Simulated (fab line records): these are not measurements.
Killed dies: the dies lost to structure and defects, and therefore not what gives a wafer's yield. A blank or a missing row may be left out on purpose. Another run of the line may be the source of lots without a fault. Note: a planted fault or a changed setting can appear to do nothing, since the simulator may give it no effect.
Matching of chambers || flow n5_finfet || rie_diel-01 running N5_STI_FIN_REVEAL_STRIP_24: 4 sister chambers
The step strips in N2/H2, time 90 s. 4 wafers are shown with their chamber, then 9 later ones without.

## EACH WAFER AND ITS CHAMBER
{"wafer": "L088.2", "chamber": 0, "throttle_valve_pct (%)": 12.60}
{"wafer": "L092.2", "chamber": 1, "throttle_valve_pct (%)": 11.96}
{"wafer": "L092.3", "chamber": 2, "throttle_valve_pct (%)": 12.71}
{"wafer": "L092.4", "chamber": 3, "throttle_valve_pct (%)": 12.57}

## WAFERS WITHOUT THEIR CHAMBER
{"wafer": "L095.1", "throttle_valve_pct (%)": 11.99}
{"wafer": "L095.3", "throttle_valve_pct (%)": 11.98}
{"wafer": "L095.4", "throttle_valve_pct (%)": 12.75}
{"wafer": "L096.1", "throttle_valve_pct (%)": 11.99}
{"wafer": "L096.3", "throttle_valve_pct (%)": 12.75}
{"wafer": "L096.4", "throttle_valve_pct (%)": 11.97}
{"wafer": "L097.2", "throttle_valve_pct (%)": 12.75}
{"wafer": "L097.4", "throttle_valve_pct (%)": 12.59}
{"wafer": "L097.5", "throttle_valve_pct (%)": 12.76}

## WHICH CHAMBER EACH WENT THROUGH
{"wafer": "L095.1", "from the rows above": 1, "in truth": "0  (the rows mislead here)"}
{"wafer": "L095.3", "from the rows above": 1, "in truth": 1}
{"wafer": "L095.4", "from the rows above": 2, "in truth": 2}
{"wafer": "L096.1", "from the rows above": 1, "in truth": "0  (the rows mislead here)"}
{"wafer": "L096.3", "from the rows above": 2, "in truth": 2}
{"wafer": "L096.4", "from the rows above": 1, "in truth": 1}
{"wafer": "L097.2", "from the rows above": 2, "in truth": 2}
{"wafer": "L097.4", "from the rows above": "can't be placed: 0 or 3", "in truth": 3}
{"wafer": "L097.5", "from the rows above": 2, "in truth": 2}
6 of 9 placed correctly. Not placeable from these rows: 1 (in 1, the candidates include the true chamber). Wrongly placed: 2.
How it was worked out, from the rows above alone: a wafer's distance from a chamber is the root of the sum, over the readings, of the square of ((its reading less the chamber's mean) divided by the reading's scatter). The wafer belongs to the nearest chamber; if the next one is less than 2 further off, it can't be placed. The mean given for a chamber averages the wafers shown for that chamber. The scatter (one wafer shown for each chamber): square how far every hidden wafer sits from the nearest shown wafer, average those squares and take the square root.
